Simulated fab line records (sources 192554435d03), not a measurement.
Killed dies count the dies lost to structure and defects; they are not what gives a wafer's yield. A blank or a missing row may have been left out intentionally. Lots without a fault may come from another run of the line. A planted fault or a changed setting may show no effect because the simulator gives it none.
The tool behind it: which one? | flow n5-finfet | Sampling: 9 lots, 27 wafers, 5 of 1938 route steps

WHAT EACH GAUGE READ, for each wafer
N5_BEOL_M4_RC_MEAS_101. Usual: DIBL_N 36.3 mV/V, standard deviation 1.7; DIBL_P 36.5 mV/V, standard deviation 1.8; IOFF_N 0.16 nA/um, standard deviation 0.033; IOFF_P 0.21 nA/um, standard deviation 0.037; ION_N 675 uA/um, standard deviation 11; ION_P 462 uA/um, standard deviation 7.9; SS_N 71.6 mV/dec, standard deviation 0.64; SS_P 73.3 mV/dec, standard deviation 0.68; VT_N 249 mV, standard deviation 3.3; VT_P -250 mV, standard deviation 3.3.
lot  | measured     | on        | DIBL_N (mV/V)  | DIBL_P (mV/V)  | IOFF_N (nA/um) | IOFF_P (nA/um) | ION_N (uA/um) | ION_P (uA/um) | SS_N (mV/dec)  | SS_P (mV/dec)  | VT_N (mV)   | VT_P (mV)      | flag
L750 | day 7 15:28  | prober-01 | 35.4 35.3 34.9 | 36.0 36.6 36.1 | 0.14 0.15 0.15 | 0.19 0.20 0.19 | 666 684 678   | 457 469 466   | 71.4 71.6 71.6 | 73.2 73.9 73.7 | 253 249 253 | -255 -252 -252 |
L752 | day 8 07:23  | prober-01 | 37.0 35.9 36.4 | 37.9 36.4 36.4 | 0.16 0.14 0.14 | 0.23 0.22 0.21 | 674 669 675   | 464 461 471   | 71.5 71.1 71.3 | 73.7 73.5 73.1 | 249 251 251 | -251 -250 -250 |
L754 | day 8 14:43  | prober-01 | 36.4 38.2 37.6 | 35.8 38.6 37.2 | 0.15 0.19 0.16 | 0.22 0.26 0.24 | 672 682 671   | 463 470 466   | 72.0 71.9 72.3 | 72.9 74.6 74.0 | 249 245 250 | -248 -246 -245 |
L755 | day 8 14:51  | prober-02 | 37.3 33.8 35.5 | 37.5 33.5 36.1 | 0.18 0.12 0.15 | 0.23 0.17 0.21 | 680 677 683   | 470 471 476   | 71.2 70.7 72.1 | 72.8 71.7 72.8 | 247 255 250 | -250 -253 -250 |
L767 | day 12 00:10 | prober-02 | 37.3 35.6 35.4 | 35.4 34.2 34.3 | 0.16 0.15 0.14 | 0.22 0.22 0.21 | 675 703 677   | 466 481 469   | 71.4 71.4 71.2 | 72.8 72.5 72.8 | 247 246 249 | -246 -244 -245 |
L768 | day 12 06:17 | prober-02 | 37.0 38.2 37.9 | 38.3 39.1 38.9 | 0.22 0.23 0.24 | 0.22 0.23 0.23 | 705 686 683   | 462 456 458   | 72.0 72.5 72.2 | 73.2 73.7 73.6 | 243 244 240 | -251 -248 -250 |
L769 | day 12 03:55 | prober-01 | 37.3 36.3 37.3 | 36.6 35.8 36.4 | 0.16 0.15 0.17 | 0.23 0.22 0.23 | 678 662 667   | 472 460 464   | 71.4 71.4 71.9 | 72.5 73.4 73.5 | 254 253 249 | -245 -248 -247 |
L771 | day 13 03:38 | prober-02 | 40.0 38.2 37.6 | 40.9 38.7 37.9 | 0.28 0.23 0.21 | 0.27 0.24 0.22 | 717 695 687   | 475 461 459   | 72.9 73.1 71.7 | 74.6 74.5 73.4 | 241 242 245 | -250 -249 -251 |
L773 | day 13 10:06 | prober-01 | 33.2 36.3 36.8 | 33.6 37.7 38.6 | 0.12 0.18 0.19 | 0.16 0.21 0.22 | 669 678 677   | 452 461 458   | 71.2 71.9 72.1 | 72.4 74.4 74.3 | 252 248 246 | -256 -250 -253 |

WHICH TOOL RAN EACH LOT (tool, then ch and the chambers of the sampled wafers, then the start)
lot  | N5_SDB_STRIP_21                   | N5_SDB_HM_OPEN_20                 | N5_SDB_ALD_29                    | N5_DUMMY_REMOVAL_HM_STRIP_01
L750 | rie-diel-01 ch 1,2, day 3 16:45   | rie-diel-01 ch 1,2, day 3 16:46   | ald-sin-02 ch 2,3, day 3 17:20   | rie-diel-04 ch 0,3, day 3 20:26
L752 | rie-diel-03 ch 0,2,3, day 4 04:43 | rie-diel-03 ch 0,2,3, day 4 04:44 | ald-sin-02 ch 0,2, day 4 06:06   | rie-diel-02 ch 0,3, day 4 09:11
L754 | rie-diel-06 ch 0,2,3, day 4 16:57 | rie-diel-06 ch 0,2,3, day 4 16:58 | ald-sin-02 ch 1,2,3, day 4 17:48 | rie-diel-04 ch 1,2,3, day 4 20:53
L755 | rie-diel-01 ch 0,1, day 4 22:08   | rie-diel-01 ch 0,1, day 4 22:10   | ald-sin-02 ch 0,1,3, day 4 22:52 | rie-diel-02 ch 0,2,3, day 5 01:57
L767 | rie-diel-01 ch 0,1,2, day 7 22:29 | rie-diel-01 ch 0,1,2, day 7 22:30 | ald-sin-02 ch 0,2,3, day 7 23:13 | rie-diel-05 ch 1,2, day 8 02:20
L768 | rie-diel-03 ch 2,3, day 8 08:49   | rie-diel-03 ch 2,3, day 8 08:50   | ald-sin-04 ch 1,2, day 8 09:56   | rie-diel-04 ch 0,1, day 8 13:02
L769 | rie-diel-06 ch 0,3, day 8 11:56   | rie-diel-06 ch 0,3, day 8 11:58   | ald-sin-04 ch 0,1, day 8 13:32   | rie-diel-02 ch 0,1,3, day 8 16:37
L771 | rie-diel-06 ch 1,3, day 9 00:31   | rie-diel-06 ch 1,3, day 9 00:32   | ald-sin-01 ch 1,2, day 9 01:06   | rie-diel-02 ch 2,3, day 9 04:11
L773 | rie-diel-06 ch 0,1,3, day 9 13:54 | rie-diel-06 ch 0,1,3, day 9 13:55 | ald-sin-02 ch 2,3, day 9 14:43   | rie-diel-04 ch 0,2, day 9 17:48
- N5_SDB_STRIP_21: strips in CF4.
- N5_SDB_HM_OPEN_20: chemistry CH3F/O2, target SiNx, stops on poly-Si, target depth 24 nm.
- N5_SDB_ALD_29: deposits SiNx, target thk 30 nm, pulse time 1 s, ald cycles 600.
- N5_DUMMY_REMOVAL_HM_STRIP_01: strips SiNx in CH3F/O2, stops on poly-Si, target depth 4 nm, time 6.8 s.

WHAT THE TOOLS THEMSELVES READ (means of the sampled wafers that have a number; where no wafer has one, the mark that the record gives instead)
N5_SDB_STRIP_21. Usual: bias-power-w 74.98 W, standard deviation 0.23; drypump-motor-current-A 5.4 A, standard deviation 0.47; oes-product-au 0.79 a.u., standard deviation 0.065; rf-vpp-V 271.3 V, standard deviation 1.6; showerhead-plenum-p-Torr 1.80 Torr, standard deviation 0.061; throttle-valve-pct 13.58 %, standard deviation 0.26.
lot  | tool        | bias-power-w (W) | drypump-motor-current-A (A) | oes-product-au (a.u.) | rf-vpp-V (V) | showerhead-plenum-p-Torr (Torr) | throttle-valve-pct (%) | flag
L750 | rie-diel-01 | 74.97            | 5.3                         | 0.78                  | 272.8        | 1.85                            | 13.74                  |
L752 | rie-diel-03 | 75.02            | 5.9                         | 0.71                  | 270.8        | 1.81                            | 13.85                  |
L754 | rie-diel-06 | 75.03            | 5.0                         | 0.80                  | 270.3        | 1.78                            | 13.49                  |
L755 | rie-diel-01 | 75.07            | 5.7                         | 0.70                  | 270.5        | 1.78                            | 13.83                  |
L767 | rie-diel-01 | 74.99            | 5.5                         | 0.83                  | 271.5        | 1.81                            | 13.65                  |
L768 | rie-diel-03 | 75.08            | 5.8                         | 0.85                  | 271.8        | 1.79                            | 13.57                  |
L769 | rie-diel-06 | 75.06            | 5.0                         | 0.75                  | 270.6        | 1.81                            | 13.63                  |
L771 | rie-diel-06 | 75.00            | 5.1                         | 0.79                  | 270.6        | 1.77                            | 13.34                  |
L773 | rie-diel-06 | 75.20            | 5.1                         | 0.76                  | 270.3        | 1.80                            | 13.56                  |

N5_SDB_HM_OPEN_20. Usual: drypump-motor-current-A 5.4 A, standard deviation 0.47; oes_o_777_au 0.79 a.u., standard deviation 0.066; oes-product-au 0.65 a.u., standard deviation 0.056; rf-vpp-V 298 V, standard deviation 4.3; showerhead-plenum-p-Torr 2.01 Torr, standard deviation 0.07; throttle-valve-pct 16.33 %, standard deviation 0.25.
lot  | tool        | drypump-motor-current-A (A) | oes_o_777_au (a.u.) | oes-product-au (a.u.) | rf-vpp-V (V) | showerhead-plenum-p-Torr (Torr) | throttle-valve-pct (%) | flag
L750 | rie-diel-01 | 5.3                         | 0.78                | 0.65                  | 293          | 2.07                            | 16.53                  |
L752 | rie-diel-03 | 6.0                         | 0.72                | 0.59                  | 299          | 2.01                            | 16.55                  |
L754 | rie-diel-06 | 5.1                         | 0.81                | 0.66                  | 298          | 1.98                            | 16.24                  |
L755 | rie-diel-01 | 5.7                         | 0.71                | 0.59                  | 294          | 1.97                            | 16.51                  |
L767 | rie-diel-01 | 5.5                         | 0.83                | 0.69                  | 295          | 2.02                            | 16.41                  |
L768 | rie-diel-03 | 5.8                         | 0.84                | 0.71                  | 299          | 2.00                            | 16.35                  |
L769 | rie-diel-06 | 5.0                         | 0.76                | 0.62                  | 295          | 2.02                            | 16.36                  |
L771 | rie-diel-06 | 5.1                         | 0.79                | 0.66                  | 302          | 1.96                            | 16.10                  |
L773 | rie-diel-06 | 5.1                         | 0.77                | 0.64                  | 298          | 2.00                            | 16.30                  |

N5_SDB_ALD_29. Usual: chamber-pressure-Torr 2.000 Torr, standard deviation 0.0048; heater-power-w 871 W, standard deviation 130; precursor-pulse-height-rel 1.003, standard deviation 0.019.
lot  | tool       | chamber-pressure-Torr (Torr) | heater-power-w (W) | precursor-pulse-height-rel | flag
L750 | ald-sin-02 | 1.995                        | 872                | 0.997                      |
L752 | ald-sin-02 | 1.999                        | 834                | 1.007                      |
L754 | ald-sin-02 | 2.003                        | 858                | 1.008                      |
L755 | ald-sin-02 | 2.002                        | 877                | 1.007                      |
L767 | ald-sin-02 | 1.997                        | 916                | 0.970                      |
L768 | ald-sin-04 | 1.997                        | 914                | 0.996                      |
L769 | ald-sin-04 | 2.002                        | 783                | 1.009                      |
L771 | ald-sin-01 | 2.002                        | 896                | 1.012                      |
L773 | ald-sin-02 | 1.998                        | 887                | 0.997                      |

N5_DUMMY_REMOVAL_HM_STRIP_01. Usual: drypump-motor-current-A 5.8 A, standard deviation 0.42; oes-product-au 0.62 a.u., standard deviation 0.046; rf-vpp-V 127.5 V, standard deviation 0.85; showerhead-plenum-p-Torr 2.00 Torr, standard deviation 0.055; throttle-valve-pct 16.38 %, standard deviation 0.14.
lot  | tool        | drypump-motor-current-A (A) | oes-product-au (a.u.) | rf-vpp-V (V) | showerhead-plenum-p-Torr (Torr) | throttle-valve-pct (%) | flag
L750 | rie-diel-04 | 5.3                         | 0.59                  | 127.3        | 1.97                            | 16.24                  |
L752 | rie-diel-02 | 5.8                         | 0.60                  | 127.0        | 1.99                            | 16.30                  |
L754 | rie-diel-04 | 5.5                         | 0.65                  | 127.3        | 2.02                            | 16.35                  |
L755 | rie-diel-02 | 6.0                         | 0.60                  | 127.4        | 2.02                            | 16.37                  |
L767 | rie-diel-05 | 6.0                         | 0.57                  | 128.0        | 2.06                            | 16.31                  |
L768 | rie-diel-04 | 5.2                         | 0.67                  | 127.9        | 2.00                            | 16.37                  |
L769 | rie-diel-02 | 5.9                         | 0.60                  | 127.6        | 1.96                            | 16.48                  |
L771 | rie-diel-02 | 6.0                         | 0.58                  | 126.6        | 2.01                            | 16.31                  |
L773 | rie-diel-04 | 5.9                         | 0.58                  | 127.4        | 1.98                            | 16.62                  |

THE ANSWER, worked out from the rows above alone
Rule: lot off if the mean of its wafers having a number is beyond 3 standard deviations from the usual mean. Also off: a lot with no number at a reading for which 4 or more lots have one. Where the step has rows for the other lots, those lots are counted as sound. First the gauges in route order, then the tools' own readings, where a lot's mean is used as printed above. The first step at which some lot is off is used, and at that step the reading that is off furthest; a lot without a number counts as furthest.
Across all readings shown, no lot is off: no conclusion can be drawn from this.

WHAT HAD BEEN PUT IN BY THE SIMULATOR
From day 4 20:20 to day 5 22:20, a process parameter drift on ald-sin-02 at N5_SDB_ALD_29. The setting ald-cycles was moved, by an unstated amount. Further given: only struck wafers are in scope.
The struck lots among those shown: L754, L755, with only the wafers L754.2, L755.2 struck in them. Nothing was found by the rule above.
